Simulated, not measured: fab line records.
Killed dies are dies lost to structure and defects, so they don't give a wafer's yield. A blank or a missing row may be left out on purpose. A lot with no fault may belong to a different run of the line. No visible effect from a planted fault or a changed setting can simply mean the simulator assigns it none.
fab line records	flow nandHarc
[record] lots = 12	wafers = 36	lastDay = 31
route steps=1302 shown P_ZERO_WELL@17 P_STI@72 P_GATE@145 END@1302
lots untouched by any fault: they come from a run of this same line in which no faults occurred
startH: the number of hours between the record's first day and the start of the first shown wafer of the lot	waitH: hours from the lot's prior step to this one	" as in the row above	L1.1+2: several wafers, shown together as one row	- no value present, or no start provided	* or withheld: withheld	< > ~ a bound
route shown NAME@n: a module of which the file shows steps, and the number in the route of the first	usual: mean and standard deviation over wafers with no fault	same: alike in all rows	chamber/n: place in a boat	sites: per-site readings	_std_site: standard deviation across them	_edge_site: the outer-site mean with the inner-site mean subtracted	radiusMm: for every site, how far away it sits from the centre of the wafer	mask NAME#n: copy n	behind: the most recent tool/chamber to have shaped the wafer	hold: why the lot went on hold/how many hours it stayed there/how the hold came to an end	device: names the non-switching transistor (n, p or np)	end of line: the tests these same wafers got at the end of their route	where a step has no rows: the recipe by itself	killed: dies lost to structure and defects at the first sort, not the wafer's yield	map: a wafer's dies, x killed, . not, _ none there
set.NAME: the setting as run; set.NAME@STEP: as run at that earlier step	model.NAME: the simulator's own value behind a step, which no gauge read
steps of the route over a sample of lots; a table a step, a row a wafer
services: the hour from which a tool's chamber was out of use, counted from the record's first day as startH (under 0 if before that day), plus the number of hours and why
[[steps]]
[step NHARC_P_ZERO_WELL_ETCH_65]
[recipe] targetDepthA = 800	overetchA = 240	timeS = 87.88	ionEnergyEv = 200	n2FlowSccm = 150	h2FlowSccm = 150	arFlowSccm = 0	rfW = 400	biasW = 150	chemistry = N2/H2
[usual] drypumpMotorCurrentA = 5.6/0.44	oesProductAu = 1.001/0.015	rfVppV = 430.7/2.9	showerheadPlenumPTorr = 2.05/0.099	throttleValvePct = 14.171/0.0094
lot.wafer	tool	chamber	startH	waitH	drypumpMotorCurrentA	oesProductAu	rfHoursCounterH	rfVppV	showerheadPlenumPTorr	throttleValvePct
L790.3	rieDiel-02	2	21.52	0.1	5.3	0.989	46	430.7	2.05	14.168
L790.2	"	3	"	"	5.1	1.017	42	432.6	2.07	14.158
L790.6	"	1	"	"	5.7	0.990	-	427.6	1.91	14.166
L791.4	rieDiel-13	0	31.50	0.1	5.5	0.999	13	434.9	2.14	14.168
L791.3	"	1	"	"	6.0	0.985	11	426.2	1.90	14.167
L791.6	"	0	"	"	5.5	0.999	-	432.8	2.14	14.173
L792.1	rieDiel-13	3	41.37	0.1	5.2	1.009	15	431.8	2.12	14.151
L792.5	"	2	"	"	6.1	1.010	-	431.4	2.07	14.173
L792.6	"	3	"	"	5.2	1.008	-	432.3	2.12	14.163
L793.1	rieDiel-13	0	51.36	0.1	5.5	1.008	17	434.2	2.14	14.153
L793.4	"	3	"	"	5.2	1.024	18	432.5	2.11	14.163
L793.5	"	1	"	"	6.1	0.997	-	426.7	1.90	14.181
L794.3	rieDiel-02	1	61.50	0.1	5.7	0.993	3	426.6	1.91	14.170
L794.1	"	2	"	"	5.3	0.960	4	430.6	2.04	14.169
L794.5	"	2	"	"	5.3	0.974	-	430.1	2.04	14.183
L796.2	rieDiel-04	0	81.49	0.1	5.3	1.015	26	433.8	2.16	14.183
L796.1	"	2	"	"	4.8	1.006	25	431.5	2.11	14.187
L796.5	"	1	"	"	6.0	1.003	-	427.0	1.91	14.184
L798.1	rieDiel-02	3	101.58	0.1	5.1	0.999	14	431.1	2.06	14.158
L798.3	"	1	"	"	5.7	0.995	18	429.8	1.90	14.175
L798.6	"	3	"	"	5.1	1.004	-	430.8	2.06	14.175
L801.4	rieDiel-13	0	131.49	0.1	5.5	1.020	45	432.6	2.13	14.177
L801.3	"	2	"	"	6.1	1.006	45	430.0	2.06	14.189
L801.5	"	3	"	"	5.2	1.023	-	433.9	2.10	14.180
L802.4	rieDiel-13	3	141.50	0.1	5.2	1.011	49	431.3	2.10	14.189
L802.5	"	0	"	"	5.5	1.015	-	433.8	2.13	14.179
L802.6	"	1	"	"	6.1	1.012	-	426.4	1.89	14.185
L804.1	rieDiel-13	0	161.38	0.1	5.5	1.014	54	431.7	2.13	14.172
L804.4	"	2	"	"	6.0	1.012	55	431.4	2.05	14.176
L804.6	"	1	"	"	6.1	1.000	-	426.2	1.89	14.167
L807.1	rieDiel-13	0	191.49	0.1	5.5	1.026	6	432.6	2.13	14.141
L807.3	"	2	"	"	6.0	0.997	7	430.0	2.05	14.179
L807.4	"	3	"	"	5.2	1.000	6	432.1	2.10	14.174
L808.2	rieDiel-04	2	201.57	0.1	4.8	0.996	2	432.3	2.09	14.173
L808.3	"	3	"	"	5.5	0.978	2	436.2	2.22	14.177
L808.4	"	1	"	"	6.0	0.992	2	425.6	1.90	14.166
[step NHARC_P_STI_OXIDE_29]
[recipe] targetThkA = 100	tempC = 900	oxTimeS = 1362	material = SiO2
[usual] spikeTcLowerC = 900.7/1.2	zonePowerBottomPct = 26.4/0.35
lot.wafer	tool	chamber	startH	waitH	spikeTcLowerC	zonePowerBottomPct
L790.2	furnace-05	0	32.20	-	900.7	26.2
L790.3	"	0	"	"	901.7	26.1
L790.6	"	0	"	"	901.7	26.3
L791.3	furnace-07	0	42.35	-	902.4	26.9
L791.4	"	0	"	"	901.1	26.3
L791.6	"	0	"	"	901.0	26.5
L792.1	furnace-07	0	52.56	-	902.2	26.1
L792.5	"	0	"	"	900.4	27.2
L792.6	"	0	"	"	901.4	26.9
L793.1	furnace-08	0	61.98	-	900.4	26.7
L793.4	"	0	"	"	901.1	26.1
L793.5	"	0	"	"	898.9	26.5
L794.1	furnace-07	0	73.30	-	902.9	26.5
L794.3	"	0	"	"	902.2	26.8
L794.5	"	0	"	"	900.7	26.8
L796.1	furnace-08	0	95.73	-	899.4	26.8
L796.2	"	0	"	"	899.5	26.3
L796.5	"	0	"	"	899.6	26.2
L798.1	furnace-07	0	111.22	-	902.2	27.0
L798.3	"	0	"	"	902.5	27.0
L798.6	"	0	"	"	901.9	26.9
L801.3	furnace-08	0	144.15	-	896.5	26.2
L801.4	"	0	"	"	901.6	26.5
L801.5	"	0	"	"	899.7	26.6
L802.4	furnace-08	0	151.71	-	899.1	26.5
L802.5	"	0	"	"	900.0	26.3
L802.6	"	0	"	"	901.2	26.5
L804.1	furnace-08	0	171.57	-	900.2	25.9
L804.4	"	0	"	"	899.0	26.6
L804.6	"	0	"	"	900.6	26.6
L807.1	furnace-08	0	201.38	-	900.4	26.1
L807.3	"	0	"	"	901.5	25.9
L807.4	"	0	"	"	900.6	26.6
L808.2	furnace-08	0	213.63	-	899.2	26.2
L808.3	"	0	"	"	899.9	26.5
L808.4	"	0	"	"	900.5	25.8
[step NHARC_P_STI_INSPECT_11]
[usual] rawDefectCount = 5.6/2.7
lot.wafer	tool	chamber	startH	waitH	rawDefectCount
L790.2	defectInspect-02	-	43.59	0.0	6
L790.3	"	-	"	"	14
L790.6	"	-	"	"	7
L791.3	defectInspect-02	-	53.70	0.0	5
L791.4	"	-	"	"	5
L791.6	"	-	"	"	2
L792.1	defectInspect-01	-	65.47	0.0	8
L792.5	"	-	"	"	6
L792.6	"	-	"	"	13
L793.1	defectInspect-01	-	73.17	0.0	1
L793.4	"	-	"	"	11
L793.5	"	-	"	"	6
L794.1	defectInspect-02	-	86.34	0.0	7
L794.3	"	-	"	"	7
L794.5	"	-	"	"	10
L796.1	defectInspect-02	-	107.07	0.0	6
L796.2	"	-	"	"	5
L796.5	"	-	"	"	2
L798.1	defectInspect-02	-	122.60	0.0	9
L798.3	"	-	"	"	8
L798.6	"	-	"	"	6
L801.3	defectInspect-01	-	155.54	0.0	2
L801.4	"	-	"	"	7
L801.5	"	-	"	"	8
L802.4	defectInspect-02	-	163.11	0.0	4
L802.5	"	-	"	"	8
L802.6	"	-	"	"	6
L804.1	defectInspect-02	-	182.94	0.0	8
L804.4	"	-	"	"	9
L804.6	"	-	"	"	7
L807.1	defectInspect-01	-	212.79	0.0	353
L807.3	"	-	"	"	348
L807.4	"	-	"	"	355
L808.2	defectInspect-02	-	225.00	0.1	314
L808.3	"	-	"	"	338
L808.4	"	-	"	"	350
[step NHARC_P_GATE_ETCH_104]
[recipe] targetDepthA = 600	timeS = withheld	cf4FlowSccm = 100	chf3FlowSccm = 30	arFlowSccm = 0	rfW = 500	biasW = 200	chemistry = CF4/CHF3
[usual] drypumpMotorCurrentA = 5.8/0.34	oesProductAu = 0.953/0.024	rfVppV = 369.1/2.1	showerheadPlenumPTorr = 1.53/0.053	throttleValvePct = 16.804/0.0086
lot.wafer	tool	chamber	startH	waitH	drypumpMotorCurrentA	oesProductAu	rfVppV	showerheadPlenumPTorr	throttleValvePct
L790.2	rieDiel-08	1	95.08	0.1	5.5	0.992	370.8	1.60	16.820
L790.3	"	3	"	"	5.3	0.975	367.9	1.48	16.795
L790.6	"	0	"	"	5.9	0.981	367.8	1.49	16.802
L791.4	rieDiel-10	0	102.52	0.1	5.9	0.968	369.5	1.55	16.798
L791.3	"	2	"	"	6.0	0.926	367.0	1.48	16.815
L791.6	"	1	"	"	6.5	0.933	366.0	1.47	16.807
L792.1	rieDiel-10	2	118.97	0.1	6.0	0.913	366.1	1.48	16.797
L792.6	"	0	"	"	5.9	0.933	369.5	1.55	16.798
L792.5	"	1	"	"	6.5	0.924	367.5	1.47	16.813
L793.4	rieDiel-08	3	125.02	0.1	5.3	0.978	370.1	1.48	16.803
L793.1	"	1	"	"	5.5	0.986	372.5	1.60	16.811
L793.5	"	2	"	"	5.7	0.970	368.1	1.49	16.808
L794.1	rieDiel-07	1	147.92	0.1	6.0	0.983	369.8	1.56	16.791
L794.3	"	0	"	"	6.3	0.974	371.7	1.61	16.796
L794.5	"	1	"	"	6.0	0.975	370.1	1.56	16.798
L796.2	rieDiel-07	2	165.88	0.1	5.5	0.960	370.9	1.57	16.801
L796.1	"	3	"	"	5.4	0.974	372.3	1.59	16.812
L796.5	"	2	"	"	5.5	0.960	370.4	1.57	16.804
L798.1	rieDiel-08	3	177.24	0.1	5.3	0.935	367.8	1.47	16.817
L798.3	"	0	"	"	5.9	0.911	368.3	1.49	16.816
L798.6	"	3	"	"	5.3	0.939	368.7	1.48	16.798
L802.4	rieDiel-08	2	209.59	0.1	5.7	0.950	367.4	1.49	16.802
L802.6	"	0	"	"	5.9	0.987	367.7	1.49	16.808
L802.5	"	1	"	"	5.5	0.955	372.7	1.60	16.815
L801.4	rieDiel-08	2	209.79	0.1	5.8	0.940	369.0	1.49	16.797
L801.3	"	0	"	"	5.9	0.961	368.9	1.49	16.807
L801.5	"	1	"	"	5.5	0.959	372.3	1.60	16.799
L804.4	rieDiel-08	1	241.20	0.1	5.5	0.972	371.6	1.60	16.814
L804.1	"	0	"	"	5.9	0.987	369.3	1.49	16.803
L804.6	"	1	"	"	5.5	0.979	370.6	1.60	16.818
L807.1	rieDiel-08	0	267.40	0.1	5.9	0.914	367.5	1.49	16.806
L807.4	"	2	"	"	5.7	0.921	366.4	1.49	16.813
L807.3	"	3	"	"	5.3	0.923	367.7	1.47	16.812
L808.2	rieDiel-07	3	283.79	0.1	5.4	0.921	370.5	1.59	16.812
L808.4	"	0	"	"	6.2	0.914	371.6	1.61	16.810
L808.3	"	2	"	"	5.6	0.926	372.4	1.57	16.801
[step NHARC_END_SORT_01]
[recipe] tempC = 25
[usual] killedAtArray = 46/15	killedAtOther = 1.0/1.3	killedAtPeriphery = 4/3	killedDies = 51/15	killedOpen = 3.2/1.8	killedShort = 2.5/1.5
[same] grossDies = 677
lot.wafer	tool	chamber	startH	waitH	killedAtArray	killedAtOther	killedAtPeriphery	killedDies	killedOpen	killedShort
L807.1	prober-01	0	739.83	2.5	68	0	242	310	1	4
L807.3	prober-01	0	741.42	3.1	68	3	235	306	5	2
L807.4	prober-01	0	742.21	3.4	52	1	250	303	3	2
L808.2	prober-01	0	748.37	2.8	39	4	230	273	3	3
L808.3	prober-01	0	749.16	3.1	46	4	251	301	1	0
L808.4	prober-01	0	749.96	3.4	29	2	257	288	4	3
// killed by level:class
L807.1 P_STI:unspecified=240 A_CHANNEL_HOLE_D1:chamberFilmFlake=27 A_SLIT:chamberFilmFlake=18 A_CHANNEL_HOLE_D2:chamberFilmFlake=10 A_CONTACT:chamberFilmFlake=6 A_STAIRCASE:chamberFilmFlake=3 P_M0:geometricParticle:short=2 A_ONON_D1:geometricParticle:short=2
L807.3 P_STI:unspecified=234 A_CHANNEL_HOLE_D1:chamberFilmFlake=26 A_SLIT:chamberFilmFlake=23 A_CHANNEL_HOLE_D2:chamberFilmFlake=6 A_STAIRCASE:chamberFilmFlake=4 A_CHANNEL_HOLE_D1:geometricParticle:open=2 A_CHANNEL_HOLE_D1:geometricParticle:short=2 A_CONTACT:chamberFilmFlake=2
L807.4 P_STI:unspecified=247 A_CHANNEL_HOLE_D1:chamberFilmFlake=16 A_CHANNEL_HOLE_D2:chamberFilmFlake=12 A_SLIT:chamberFilmFlake=12 A_CONTACT:chamberFilmFlake=4 A_WL_FILL:chamberFilmFlake=2 A_SOURCE_PLATE:geometricParticle:short=1 A_SOURCE_PLATE:geometricParticle:open=1
L808.2 P_STI:unspecified=228 A_SLIT:chamberFilmFlake=23 A_CONTACT:chamberFilmFlake=4 THIN_TSV:chamberFilmFlake=4 A_ONON_D2:geometricParticle:short=2 A_CHANNEL_HOLE_D1:chamberFilmFlake=2 A_ZERO_WELL:chamberFilmFlake=2 A_DECK1_JOINT:chamberFilmFlake=2
L808.3 P_STI:unspecified=244 A_SLIT:chamberFilmFlake=19 A_STAIRCASE:chamberFilmFlake=11 A_CHANNEL_HOLE_D1:chamberFilmFlake=8 A_CONTACT:chamberFilmFlake=5 P_GATE:chamberFilmFlake=4 THIN_TSV:chamberFilmFlake=3 P_M2:chamberFilmFlake=2
L808.4 P_STI:unspecified=253 A_SLIT:chamberFilmFlake=13 A_CONTACT:chamberFilmFlake=5 A_CHANNEL_HOLE_D1:chamberFilmFlake=4 THIN_TSV:chamberFilmFlake=2 P_GATE:geometricParticle:short=1 P_CONTACT:geometricParticle:open=1 P_M0:geometricParticle:open=1
[[services]]
tool	chamber	startH	hours	kind
rieDiel-02	-	0.84	0.6	repair
rieDiel-04	-	1.05	9.0	pm
rieDiel-08	2	5.31	6.9	repair
rieDiel-08	-	13.80	9.0	pm
rieDiel-07	0	21.84	6.0	repair
rieDiel-13	-	22.69	0.5	repair
rieDiel-02	-	40.62	9.0	pm
rieDiel-10	2	46.63	5.6	repair
rieDiel-10	0	50.72	20.0	repair
rieDiel-02	0	59.56	14.9	repair
rieDiel-10	-	65.50	9.0	pm
rieDiel-02	3	70.49	7.2	repair
rieDiel-10	1	78.81	10.1	repair
rieDiel-07	2	81.13	1.9	repair
rieDiel-07	-	117.20	9.0	pm
rieDiel-04	3	117.91	8.2	repair
rieDiel-13	-	165.06	9.0	pm
rieDiel-02	1	178.38	5.0	repair
rieDiel-08	-	190.80	9.0	pm
furnace-07	-	215.46	5.0	repair
rieDiel-07	1	215.89	7.1	repair
rieDiel-02	-	217.62	9.0	pm
rieDiel-02	-	254.62	0.6	repair
rieDiel-08	-	262.65	0.3	repair
[[key]]
[firstSign] step = NHARC_P_STI_INSPECT_11	reading = rawDefectCount	direction = up	sigmas = 99+	usual = 5.6	struck = 343
[effect] step = NHARC_END_SORT_01	reading = killedAtPeriphery	direction = up	sigmas = 80	usual = 4	struck = 244
[moreKillsBornAt] NHARC_P_STI_OXIDE_29@furnace-08 = 1446
metAt NHARC_P_STI_OXIDE_29
struckLots L807,L808
testerLeftOut L807,L808
notActingAt NHARC_P_ZERO_WELL_ETCH_65,NHARC_P_GATE_ETCH_104
onsetBetween 171.57 201.38
alsoFits time
[fault] kind = chamberParticleSource	tool = furnace-08	chamber = -	onsetH = 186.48	steps = NHARC_P_STI_OXIDE_29	ratePerVisitCm2 = 0.53955	endH = 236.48
// testerLeftOut: of these lots the tester's yield and bins aren't shown, on N5 and GAA mostly nor the transistor test; their killed dies are dies lost to structure and defects alone, not to doping, threshold or leakage, so they don't give the yield
